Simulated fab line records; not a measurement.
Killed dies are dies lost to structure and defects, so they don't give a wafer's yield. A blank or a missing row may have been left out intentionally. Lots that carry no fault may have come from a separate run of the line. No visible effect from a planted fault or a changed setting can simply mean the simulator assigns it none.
What tool caused it? ; flow n5_finfet ; 11 lots with 33 wafers sampled at 5 steps, on a route of 1938 steps

## WHAT THE GAUGES READ, wafer by wafer
Not one reading of a measure or inspect step in the record can be checked against a usual standard deviation.

## WHAT TOOL EACH LOT RAN ON (gives the tool, then ch and the chambers of the sampled wafers, and finally the start)
lot;N5_MIM_TOP_ALD_00;N5_MIM_TOP_ALD_01;N5_MIM_TOP_DEGAS_04;N5_MIM_TOP_ETCH_STRIP_01;N5_PASSIVATION_PROBE_49
L499;ald_hk-02 ch 0,1,3, day 12 19:10;ald_hk-02 ch 0,1,3, day 12 19:37 or earlier;pvd_sputter-01, day 12 19:37;rie_diel-03 ch 0,1,2, day 12 20:29;-
L500;ald_hk-03 ch 1,2,3, day 12 23:17;ald_hk-03 ch 1,2,3, day 13 00:24 or earlier;pvd_sputter-01, day 13 00:24;rie_diel-03 ch 0,1,2, day 13 01:19;-
L501;ald_hk-02 ch 0,1,3, day 13 21:35;ald_hk-02 ch 0,1,3, day 13 22:15 or earlier;pvd_sputter-02, day 13 22:15;rie_diel-02 ch 1,2, day 13 23:00;-
L503;ald_hk-02 ch 0,1,2, day 14 14:40;ald_hk-02 ch 0,1,2, day 14 15:23 or earlier;pvd_sputter-01, day 14 15:23;rie_diel-05 ch 1,2,3, day 14 16:08;prober-01, day 15 05:02
L506;ald_hk-01 ch 0,1,2, day 15 09:59;ald_hk-01 ch 0,1,2, day 15 10:27 or earlier;pvd_sputter-03, day 15 10:27;rie_diel-03 ch 0,1, day 15 11:24;-
L507;ald_hk-01 ch 0,3, day 16 07:49;ald_hk-01 ch 0,3, day 16 08:37 or earlier;pvd_sputter-01, day 16 08:37;rie_diel-03 ch 1,3, day 16 09:29;-
L509;ald_hk-02 ch 1,3, day 17 01:35;ald_hk-02 ch 1,3, day 17 02:03 or earlier;pvd_sputter-01, day 17 02:03;rie_diel-02 ch 1,2, day 17 03:04;-
L513;ald_hk-01 ch 0,1, day 17 20:13;ald_hk-01 ch 0,1, day 17 20:57 or earlier;pvd_sputter-02, day 17 20:57;rie_diel-02 ch 0,1,3, day 17 21:42;-
L516;ald_hk-01 ch 0,1,2, day 18 01:19;ald_hk-01 ch 0,1,2, day 18 02:06 or earlier;pvd_sputter-03, day 18 02:06;rie_diel-02 ch 1,3, day 18 02:58;prober-01, day 18 14:10
L520;ald_hk-03 ch 0,1,3, day 19 06:52;ald_hk-03 ch 0,1,3, day 19 08:59 or earlier;pvd_sputter-03, day 19 08:59;rie_diel-03 ch 0,1,2, day 19 09:54;-
L521;ald_hk-01 ch 0,2,3, day 20 05:50;ald_hk-01 ch 0,2,3, day 20 06:36 or earlier;pvd_sputter-02, day 20 06:36;rie_diel-02 ch 0,1,3, day 20 07:21;-
- N5_MIM_TOP_ALD_00: deposits Al2O3, purge time 3 s, co reactant pulse time 3 s.
- N5_MIM_TOP_ALD_01: deposits HfO2, target thk 5.6 nm, pulse time 1 s, purge time 3 s.
- N5_MIM_TOP_DEGAS_04: time 60 s.
- N5_MIM_TOP_ETCH_STRIP_01: strips in O2.
- N5_PASSIVATION_PROBE_49

## WHAT THE TOOLS THEMSELVES READ (means of the sampled wafers that have a number; where no wafer has one, the mark that the record gives instead)
N5_MIM_TOP_ALD_00. Usual: precursor_pulse_height_rel at 1.000, with a standard deviation of 0.021.
lot;tool;precursor_pulse_height_rel;flag
L499;ald_hk-02;1.020;
L500;ald_hk-03;1.006;
L501;ald_hk-02;1.005;
L503;ald_hk-02;0.993;
L506;ald_hk-01;1.006;
L507;ald_hk-01;0.991;
L509;ald_hk-02;0.998;
L513;ald_hk-01;1.007;
L516;ald_hk-01;1.014;
L520;ald_hk-03;0.982;
L521;ald_hk-01;1.009;

N5_MIM_TOP_ALD_01. Usual: precursor_pulse_height_rel at 0.999, with a standard deviation of 0.018.
lot;tool;precursor_pulse_height_rel;flag
L499;ald_hk-02;1.015;
L500;ald_hk-03;0.983;
L501;ald_hk-02;1.002;
L503;ald_hk-02;0.989;
L506;ald_hk-01;1.014;
L507;ald_hk-01;0.992;
L509;ald_hk-02;1.012;
L513;ald_hk-01;1.007;
L516;ald_hk-01;1.008;
L520;ald_hk-03;0.987;
L521;ald_hk-01;0.999;

N5_MIM_TOP_DEGAS_04. Usual: heater_power_w at 467 W, with a standard deviation of 45.
lot;tool;heater_power_w (W);flag
L499;pvd_sputter-01;469;
L500;pvd_sputter-01;484;
L501;pvd_sputter-02;471;
L503;pvd_sputter-01;474;
L506;pvd_sputter-03;438;
L507;pvd_sputter-01;442;
L509;pvd_sputter-01;476;
L513;pvd_sputter-02;495;
L516;pvd_sputter-03;430;
L520;pvd_sputter-03;474;
L521;pvd_sputter-02;470;

N5_MIM_TOP_ETCH_STRIP_01. Usual: drypump_motor_current_A 5.6 A, standard deviation 0.54; oes_product_au 0.82 a.u., standard deviation 0.099; rf_vpp_V 3.6 V, standard deviation 1.3; showerhead_plenum_p_Torr 2.11 Torr, standard deviation 0.076; temp_c 60.00 C, standard deviation 0.13; throttle_valve_pct 16.48 %, standard deviation 0.29.
lot;tool;drypump_motor_current_A (A);oes_product_au (a.u.);rf_vpp_V (V);showerhead_plenum_p_Torr (Torr);temp_c (C);throttle_valve_pct (%);flag
L499;rie_diel-03;5.7;0.86;3.6;2.11;59.99;16.34;
L500;rie_diel-03;5.6;0.84;2.6;2.11;60.02;16.35;
L501;rie_diel-02;5.8;0.71;3.7;2.12;59.96;16.73;
L503;rie_diel-05;5.3;0.90;3.0;2.19;59.85;16.43;
L506;rie_diel-03;5.5;0.74;3.6;2.11;57.64;16.58;OFF
L507;rie_diel-03;5.6;0.81;3.0;2.08;57.50;16.38;OFF
L509;rie_diel-02;6.1;0.70;4.8;2.05;60.08;16.86;
L513;rie_diel-02;5.8;0.86;3.8;2.13;59.98;16.46;
L516;rie_diel-02;6.3;0.78;3.4;2.08;60.01;16.72;
L520;rie_diel-03;5.7;0.88;3.9;2.09;60.01;16.29;
L521;rie_diel-02;5.8;0.80;3.4;2.12;60.01;16.51;

N5_PASSIVATION_PROBE_49. Usual: defect_limited_yield 91.3 %, standard deviation 1.4; killed_at_M0_to_M3 34, standard deviation 10; killed_at_M4_up 14, standard deviation 5.5; killed_at_contacts 12, standard deviation 6; killed_at_front_end 40, standard deviation 10; killed_at_other 3.0, standard deviation 2.4; killed_dies 103, standard deviation 17; killed_open 68, standard deviation 13; killed_short 34, standard deviation 7.8; sort_bin_5_function 5.1 %, standard deviation 0.97; sort_bin_6_memory 3.3 %, standard deviation 0.66; sort_bin_8_speed 0.02 %, standard deviation 0.12; sort_n_pass 1077, standard deviation 17; sort_yield_pct 91.2 %, standard deviation 1.4.
lot;tool;defect_limited_yield (%);killed_at_M0_to_M3;killed_at_M4_up;killed_at_contacts;killed_at_front_end;killed_at_other;killed_dies;killed_open;killed_short;sort_bin_5_function (%);sort_bin_6_memory (%);sort_bin_8_speed (%);sort_n_pass;sort_yield_pct (%);flag
L503;prober-01;92.3;33;11;17;29;0.7;90;61;29;4.4;3.0;0.00;1090;92.3;
L516;prober-01;91.3;32;9;18;37;6.0;103;71;30;5.3;3.2;0.00;1077;91.3;

## THE ANSWER, worked out from the rows above alone
Rule: a lot counts as off when the mean over its wafers that have a number is more than 3 standard deviations away from the usual mean. Also off: a lot with no number at a reading for which 4 or more lots have one. All remaining lots with rows at the step are treated as sound. The gauges are gone through in route order, then the tools' own readings, and for those a lot's mean is taken as printed above. The first step at which some lot is off is used, and at that step the reading that is off furthest; a lot without a number counts as furthest.
Off: L506, L507 (N5_MIM_TOP_ETCH_STRIP_01, temp_c).
A tool fits if, at that step or a process step before it, it ran every lot that is off, and no sound lot after the first of them. Because N5_MIM_TOP_ALD_01 lacks a start for some lots, the hours and order of its lots are taken from N5_MIM_TOP_DEGAS_04. Of those tried, none fits.

## WHAT THE SIMULATOR HAD PUT IN
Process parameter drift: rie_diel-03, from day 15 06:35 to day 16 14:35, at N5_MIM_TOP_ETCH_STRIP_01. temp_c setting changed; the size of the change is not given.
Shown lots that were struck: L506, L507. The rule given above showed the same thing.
